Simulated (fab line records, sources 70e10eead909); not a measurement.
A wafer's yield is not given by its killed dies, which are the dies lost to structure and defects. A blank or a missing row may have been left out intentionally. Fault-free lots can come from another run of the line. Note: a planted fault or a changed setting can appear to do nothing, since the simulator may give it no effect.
Chamber matching / flow nand-harc / NHARC_A_WL_FILL_ALD_02 on ald-metal-02 has 4 sister chambers
The step deposits TiN, target thk 2 nm, pulse time 3 s, ald cycles 100. 14 wafers are shown with their chamber, then 6 later ones without.

== WAFERS, EACH WITH ITS CHAMBER ==
wafer=L981.1; chamber=2; heater-power-w (W)=1055; precursor-pulse-height-rel=1.050
wafer=L981.3; chamber=3; heater-power-w (W)=1154; precursor-pulse-height-rel=0.996
wafer=L981.4; chamber=0; heater-power-w (W)=887; precursor-pulse-height-rel=0.992
wafer=L982.3; chamber=3; heater-power-w (W)=1144; precursor-pulse-height-rel=1.020
wafer=L982.5; chamber=1; heater-power-w (W)=1119; precursor-pulse-height-rel=0.993
wafer=L982.6; chamber=2; heater-power-w (W)=1064; precursor-pulse-height-rel=0.986
wafer=L987.1; chamber=3; heater-power-w (W)=1109; precursor-pulse-height-rel=1.019
wafer=L987.2; chamber=2; heater-power-w (W)=1055; precursor-pulse-height-rel=0.993
wafer=L987.4; chamber=1; heater-power-w (W)=1138; precursor-pulse-height-rel=1.006
wafer=L989.1; chamber=0; heater-power-w (W)=910; precursor-pulse-height-rel=1.000
wafer=L989.2; chamber=3; heater-power-w (W)=1136; precursor-pulse-height-rel=1.015
wafer=L989.4; chamber=2; heater-power-w (W)=1052; precursor-pulse-height-rel=1.010
wafer=L100.2; chamber=0; heater-power-w (W)=886; precursor-pulse-height-rel=1.027
wafer=L100.4; chamber=3; heater-power-w (W)=1100; precursor-pulse-height-rel=0.956

SIGNATURES (means of the wafers above)
reading=heater-power-w; chamber 0=894.33; chamber 1=1128.50; chamber 2=1056.50; chamber 3=1128.60; scatter within a chamber=16.6
reading=precursor-pulse-height-rel; chamber 0=1.00633; chamber 1=0.99950; chamber 2=1.00975; chamber 3=1.00120; scatter within a chamber=0.0248
Rule: distance of a wafer from a chamber = root of the sum over the readings of ((wafer's reading minus chamber's mean) / reading's scatter) squared. The wafer belongs to the nearest chamber; if the next one is less than 2 further off, it can't be placed. The scatter: take each reading less its chamber's mean, square it, sum over the shown wafers, divide by the number of wafers less the number of chambers, and take the root.

== WAFERS WITHOUT THEIR CHAMBER ==
wafer=L102.1; heater-power-w (W)=903; precursor-pulse-height-rel=1.025
wafer=L102.3; heater-power-w (W)=1069; precursor-pulse-height-rel=1.019
wafer=L102.4; heater-power-w (W)=1149; precursor-pulse-height-rel=1.008
wafer=L997.3; heater-power-w (W)=1142; precursor-pulse-height-rel=0.992
wafer=L997.4; heater-power-w (W)=1135; precursor-pulse-height-rel=0.961
wafer=L997.5; heater-power-w (W)=905; precursor-pulse-height-rel=1.008

== CHAMBER TAKEN BY EACH ==
wafer=L102.1; from the rows above=0; in truth=0
wafer=L102.3; from the rows above=2; in truth=2
wafer=L102.4; from the rows above=can't be placed: 3 or 1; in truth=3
wafer=L997.3; from the rows above=can't be placed: 1 or 3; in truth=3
wafer=L997.4; from the rows above=can't be placed: 1 or 3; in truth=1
wafer=L997.5; from the rows above=0; in truth=0
Correctly placed: 3 of 6. These rows do not allow placing 3 (true chamber among the candidates in 3). Number placed wrongly: 0.
